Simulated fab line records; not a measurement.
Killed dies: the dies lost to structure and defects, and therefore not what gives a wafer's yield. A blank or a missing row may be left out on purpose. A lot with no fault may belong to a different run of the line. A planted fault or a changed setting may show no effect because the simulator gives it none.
A lot that was struck, set against a sound lot / flow nand-harc / 17 steps out of a route of 1302
Sound: wafers L588.2, L588.4, L588.6. Struck: wafer L592.1 (L592.3, L592.6, from the same lot, were not struck and are left out); the cause is given at the end.
Per side, at each step with rows, come the tool, then ch with its chambers, and then its first start. Under that, the readings that differ: sound wafers / struck wafers / difference of the means / sigmas: that difference in standard deviations of wafers without a fault.
alike: a reading whose means differ by less than 2 such deviations, as well as words and numbers matching on both sides. not compared: withheld readings; readings where some wafer has no value; bounds like >300 that might hide an equal value; numbers whose values overlap and for which the record gives no deviation.
The two part at a step that has a row with sigmas, a row that says differs or no value, or rows on one side only. Numbers that don't overlap but have no deviation are shown without sigmas and don't part them. A reading missing from all wafers of one side parts the sides only when that side holds two or more wafers.

NHARC_P_M0_OVL_MEAS_10: pitch 180 nm.
  sound on overlay-01, day 8 14:06; struck on overlay-02, day 10 03:11
  alike: overlay-x-nm, overlay-y-nm
NHARC_P_M0_INSPECT_11:
  sound on defect-inspect-02, day 8 14:08; struck on defect-inspect-02, day 10 03:13
  alike: raw-defect-count
NHARC_P_M0_DESCUM_14: chemistry O2, time 3 s.
  sound on rie-diel-05 ch 0,1,3, day 8 14:13; struck on rie-diel-03 ch 1, day 10 03:17
  alike: drypump-motor-current-A, o2-flow-sccm, oes-product-au, rf-vpp-V, showerhead-plenum-p-Torr, throttle-valve-pct
  not compared: rf-hours-counter-h
then, 2 steps without rows for these wafers: NHARC_P_M0_ETCH_34 (etches the open film in N2/H2, target depth 40 nm, overetch 12 nm, time 43.94 s); NHARC_P_M0_ETCH_15 (etches the open film in C4F8/Ar, target depth 150 nm, overetch 15 nm, time 82.5 s).
NHARC_P_M0_CD_MEAS_16:
  sound on cd-sem-01, day 8 14:37; struck on cd-sem-02, day 10 03:38
reading=cd-nm (nm); sound=88.8 89.2 90.1; struck=91.3; difference=+1.9; sigmas=+2
NHARC_P_M0_STRIP_18: strips in N2/H2.
  sound on rie-diel-05 ch 0,1, day 8 14:46; struck on rie-diel-04 ch 2, day 10 03:42
  alike: drypump-motor-current-A, oes-product-au, power-w, rf-vpp-V, showerhead-plenum-p-Torr, throttle-valve-pct
  not compared: rf-hours-counter-h
then, 2 steps without rows for these wafers: NHARC_P_M0_STRIP_19 (strips in post etch residue remover, time 600 s); NHARC_P_M0_DEGAS_28 (time 60 s).
NHARC_P_M0_PRE_CLEAN_29: time 30 s.
  sound on pvd-sputter-03; struck on pvd-sputter-03
  alike: heater-power-w
NHARC_P_M0_PVD_20: deposits TaN, target thk 5 nm, time 8.06 s.
  sound on pvd-sputter-03; struck on pvd-sputter-03
  alike: throttle-valve-pct
NHARC_P_M0_PVD_21: deposits Cu, target thk 30 nm, time 20.49 s.
  sound on pvd-sputter-03; struck on pvd-sputter-03
  alike: throttle-valve-pct
NHARC_P_M0_ECD_22: material Cu, target thk 400 nm.
  sound on ecd-cu-01 ch 0, day 8 15:41; struck on ecd-cu-01 ch 0,1, day 10 04:40
then, 1 step without rows for these wafers: NHARC_P_M0_ANNEAL_30 (time 90 s).
NHARC_P_M0_CMP_23: polishes, t overpolish 20 s, target thk 117.54 nm.
  sound on cmp-01 ch 0,1, day 8 16:24; struck on cmp-04 ch 3, day 10 05:23
reading=time-to-endpoint-s (s); sound=30.3 30.2 30.4; struck=10.1; difference=-20.2; sigmas=-7
  alike: motor-current-A
NHARC_P_M0_THK_MEAS_24: measures by xrf.
  sound on film-metro-01, day 8 16:43; struck on film-metro-02, day 10 05:38
  alike: thk-nm
-- jump in the record: it breaks off in module P_M0 and resumes in module END (first step shown: number 1302 of the route), and 19 days separate the struck wafers' starts before and after --
NHARC_END_SORT_01:
  the record has rows for the struck wafers here (prober-02 ch 0, day 29 11:52) and none for the sound ones

## WHERE THEY PART
At NHARC_P_M0_CD_MEAS_16 first; at NHARC_END_SORT_01 last (within this record only).

WHY: what had been put in by the simulator
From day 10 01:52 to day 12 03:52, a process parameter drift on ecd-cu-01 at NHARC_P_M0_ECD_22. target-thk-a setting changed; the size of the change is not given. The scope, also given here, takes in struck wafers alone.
